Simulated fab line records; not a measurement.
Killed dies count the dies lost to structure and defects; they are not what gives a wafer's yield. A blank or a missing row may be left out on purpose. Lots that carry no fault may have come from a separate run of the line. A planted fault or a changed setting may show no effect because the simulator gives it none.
Split-lot study ; flow n5 finfet ; 7 lots, 39 wafers read, on a route of 1938 steps

## ON THE SPLIT
At N5_FIN_CUT_ETCH_21 (etches SOC in N2/H2, target depth 219 nm, overetch 43.8 nm, time 523.5 s), the setting bias w was moved away from the recipe's 61 W on 15 of the 39 wafers read, by -17.9% to +12.4%. This setting was run at the recipe's value on the other wafers.

Reading taken at the split's own step.

## THE READING
rf vpp V, in V, at N5_FIN_CUT_ETCH_21 (etches SOC in N2/H2, target depth 219 nm, overetch 43.8 nm, time 523.5 s). Typical for fault-free wafers on this fab line: 240.7 V, with standard deviation 1.5 V.

wafer;tool, chamber at the split;bias w as run, W;against the recipe;rf vpp V, V;against lot-mates on the recipe
L074.1;rie diel-03, 0;50.1;-17.9%;212.6;-27.8
L074.2;rie diel-03, 3;61;recipe;242.5;-
L074.3;rie diel-03, 2;61;recipe;238.2;-
L074.4;rie diel-03, 1;61;recipe;240.6;-
L074.5;rie diel-03, 0;50.1;-17.9%;213.7;-26.7
L074.6;rie diel-03, 3;50.1;-17.9%;211.8;-28.6
L075.2;rie diel-04, 1;61;recipe;240.7;-
L075.5;rie diel-04, 1;61;recipe;240.4;-
L075.6;rie diel-04, 2;61;recipe;238.9;-
L077.1;rie diel-03, 1;56.78;-6.9%;230.4;-9.9
L077.2;rie diel-03, 0;61;recipe;242.6;-
L077.3;rie diel-03, 3;56.78;-6.9%;230.7;-9.6
L077.4;rie diel-03, 2;56.78;-6.9%;228.0;-12.3
L077.5;rie diel-03, 2;61;recipe;236.9;-
L077.6;rie diel-03, 1;61;recipe;241.5;-
L078.1;rie diel-04, 2;61;recipe;238.7;-
L078.2;rie diel-04, 1;55.51;-9.0%;225.3;-14.5
L078.3;rie diel-04, 0;55.51;-9.0%;224.7;-15.1
L078.4;rie diel-04, 1;61;recipe;241.2;-
L078.5;rie diel-04, 0;61;recipe;239.6;-
L078.6;rie diel-04, 2;55.51;-9.0%;224.8;-15.0
L086.1;rie diel-03, 2;61;recipe;240.4;-
L086.2;rie diel-03, 1;61;recipe;242.1;-
L086.3;rie diel-03, 0;68.59;+12.4%;261.8;+21.3
L086.4;rie diel-03, 3;68.59;+12.4%;260.4;+19.9
L086.5;rie diel-03, 1;68.59;+12.4%;260.6;+20.1
L086.6;rie diel-03, 2;61;recipe;239.0;-
L087.1;rie diel-03, 1;61;recipe;240.0;-
L087.2;rie diel-03, 0;65.97;+8.1%;254.2;+12.6
L087.3;rie diel-03, 2;65.97;+8.1%;253.2;+11.6
L087.4;rie diel-03, 2;65.97;+8.1%;252.5;+10.9
L087.5;rie diel-03, 1;61;recipe;242.0;-
L087.6;rie diel-03, 0;61;recipe;242.8;-
L093.1;rie diel-03, 1;61;recipe;241.2;-
L093.2;rie diel-03, 0;61;recipe;241.1;-
L093.3;rie diel-03, 3;61;recipe;242.3;-
L093.4;rie diel-03, 2;61;recipe;239.1;-
L093.5;rie diel-03, 0;61;recipe;240.3;-
L093.6;rie diel-03, 1;61;recipe;241.5;-

THE FIT
A straight line over all 39 wafers: rf vpp V changes by +1.6 V for each +1% of bias w; r = +0.99; the points scatter about the line by 1.4 V.
The same after taking each lot's own level away (the mean of its wafers on the recipe; 39 wafers): +1.57 V for each +1%; r = +0.99; scatter 1.3 V.
That fit puts the effect of the largest move of bias w on the reading at 28 V.
Measured against the standard deviation above, the lots' own levels, which go from 239.83 to 241.60 V, span 1.2 times it.
Consequently the slope shifts little with the lot-to-lot level, the two slopes agreeing.
Check: for one of the wafers moved furthest among these (-17.9%), held out of the fit, the line's prediction against its lot-mates is -28.2 V. Against them it came out at -27.8 V.
Tool readings at the split's step, against how far the setting was moved: rf vpp V r = +0.99.

## THE FILE'S OWN FIT
rf vpp V changes by +1.57 V for each +1% of bias w, r = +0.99.
